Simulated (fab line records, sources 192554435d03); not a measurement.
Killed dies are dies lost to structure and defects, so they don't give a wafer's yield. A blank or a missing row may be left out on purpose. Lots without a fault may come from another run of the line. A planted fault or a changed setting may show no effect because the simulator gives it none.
A struck lot beside a sound one | flow n5_finfet | 37 steps out of a route of 1938
Sound: wafers L417.2, L417.4, L417.6. Struck: wafers L415.1, L415.4, L415.6. The cause comes at the end.
At each step with rows: each side's tool, then ch and its chambers, then its first start. Under that, the readings that differ: sound wafers | struck wafers | difference of the means | sigmas: that difference in standard deviations of wafers without a fault.
alike: readings whose means differ by less than 2 such deviations, and words and numbers that are the same on both sides. not compared: withheld readings, readings that some wafer has no value for, bounds like >300 that may hide the same value, and numbers for which the record gives no deviation and whose values overlap.
The two part at a step that has a row with sigmas, a row that says differs or no value, or rows on one side only. Numbers that don't overlap but have no deviation are shown without sigmas and don't part them. A reading that every wafer of one side lacks parts them only if that side has two wafers or more.

first, 9 steps without rows for these wafers: N5_BEOL_M4_ANNEAL_95 (time 240 s); N5_BEOL_M4_SPUTTER_96 (material Cu, target thk 4.5 nm, time 8.29 s); N5_BEOL_M4_ECD_50 (material Cu, target thk 300 nm); N5_BEOL_M4_ANNEAL_51 (time 90 s); N5_BEOL_M4_CMP_52 (polishes, stops on SiOC, t overpolish 6.8 s, target thk 40 nm); N5_BEOL_M4_PRE_CLEAN_60 (time 15 s); N5_BEOL_M4_CO_CAP_55 (material Co, precursor CCTBA/H2, target thk 2 nm, time 102.1 s); N5_BEOL_M4_PRE_CLEAN_56 (time 15 s); N5_BEOL_M4_DEP_57 (deposits SiCN from 3MS/NH3, target thk 8 nm, time 14 s).
N5_BEOL_M4_RC_MEAS_101:
  sound on prober-01 ch 0, day 13 20:11; struck on prober-01 ch 0, day 13 09:58
  alike: DIBL_N, DIBL_P, IOFF_N, IOFF_P, ION_N, ION_P, SS_N, SS_P, VT_N, VT_P
then, 24 steps without rows for these wafers: N5_BEOL_M5_ILD_DEP_00 (deposits SiCOH lowk from DEMS/porogen, target thk 140.64 nm, time 25.9 s); N5_BEOL_M5_CURE_79 (cures SiCOH lowk, time 240 s); N5_BEOL_M5_PECVD_70 (deposits SiO2 from TEOS/O2, target thk 16 nm, time 18 s); N5_BEOL_M5_HM_DEP_02 (deposits TiN, target thk 20 nm); N5_BEOL_M5_COAT_59 (time 60 s, resist thk 60 nm); N5_BEOL_M5_COAT_60 (time 60 s, resist thk 12 nm); N5_BEOL_M5_COAT_71 (time 60 s, resist thk 5 nm); N5_BEOL_M5_COAT_05 (resist thk 30 nm); N5_BEOL_M5_EBR_07; N5_BEOL_M5_SOFTBAKE_06 (time 60 s); N5_BEOL_M5_EXPOSE_08 (exposes mask M5, target cd 28 nm); N5_BEOL_M5_PEB_09 (peb time 60 s); N5_BEOL_M5_DEVELOP_10 (develop time 30 s); N5_BEOL_M5_DESCUM_16 (chemistry O2, time 7 s); N5_BEOL_M5_ETCH_72 (etches underlayer in N2/H2, target depth 6.5 nm, time 5.2 s); N5_BEOL_M5_ETCH_61 (etches SiARC in CF4, target depth 15.6 nm, time 26 s); N5_BEOL_M5_ETCH_62 (etches SOC in N2/H2, target depth 75 nm, overetch 15 nm, time 112.5 s); N5_BEOL_M5_STRIP_63 (strips in N2/H2); N5_BEOL_M5_STRIP_73 (strips in N2/H2); N5_BEOL_M5_STRIP_64 (strips in CF4); N5_BEOL_M5_HM_OPEN_17 (chemistry Cl2/BCl3, target TiN, target depth 20 nm, overetch 6 nm); N5_BEOL_M5_STRIP_19 (strips in O2); N5_BEOL_M5_COAT_65 (time 60 s, resist thk 60 nm); N5_BEOL_M5_COAT_66 (time 60 s, resist thk 12 nm).
-- the record jumps here: 5 days lie between the struck wafers' starts before and after (it left off in module BEOL_M5 and takes up again in module PASSIVATION, whose first step shown is number 1929 of the route) --
N5_PASSIVATION_PASS_ETCH_47: etches SiNx in CF4/O2, target depth 770 nm, time 385 s.
  sound on rie_diel-04 ch 1,2,3, day 19 00:58; struck on rie_diel-01 ch 0,2, day 17 22:36
  reading                  | sound             | struck            | difference | sigmas
  oes_f_703_au (a.u.)      | 0.78 0.82 0.72    | 0.62 0.55 0.55    | -0.20      | -4
  rf_fwd_power_W (W)       | 536.3 535.9 533.7 | 411.0 406.7 405.8 | -127.5     | -71
  rf_vpp_V (V)             | 242 235 239       | 273 282 283       | +41        | +11
  model.etch.depth_nm (nm) | 778.8 771.3 720.7 | 619.8 611.8 603.6 | -145.2     |
  alike: drypump_motor_current_A, oes_product_au, showerhead_plenum_p_Torr, throttle_valve_pct
  not compared: rf_hours_counter_h
N5_PASSIVATION_ETCH_54: etches SiO2 in CHF3/O2, target depth 880 nm, time 440 s.
  sound on rie_diel-04 ch 1,2,3, day 19 01:11; struck on rie_diel-01 ch 0,2, day 17 22:50
  reading               | sound          | struck         | difference | sigmas
  oes_product_au (a.u.) | 0.78 0.80 0.75 | 0.67 0.61 0.62 | -0.14      | -3
  alike: drypump_motor_current_A, oes_f_703_au, rf_fwd_power_W, rf_vpp_V, showerhead_plenum_p_Torr, throttle_valve_pct
  not compared: rf_hours_counter_h
N5_PASSIVATION_PROBE_49:
  the record has rows for the struck wafers here (prober-02, day 18 01:37) and none for the sound ones

WHERE THEY PART
First at N5_PASSIVATION_PASS_ETCH_47; last, within this record, at N5_PASSIVATION_PROBE_49.

WHY: what the simulator had put in
Process parameter drift: rie_diel-01, from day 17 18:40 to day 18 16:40, at N5_PASSIVATION_PASS_ETCH_47. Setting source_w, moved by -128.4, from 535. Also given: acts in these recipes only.
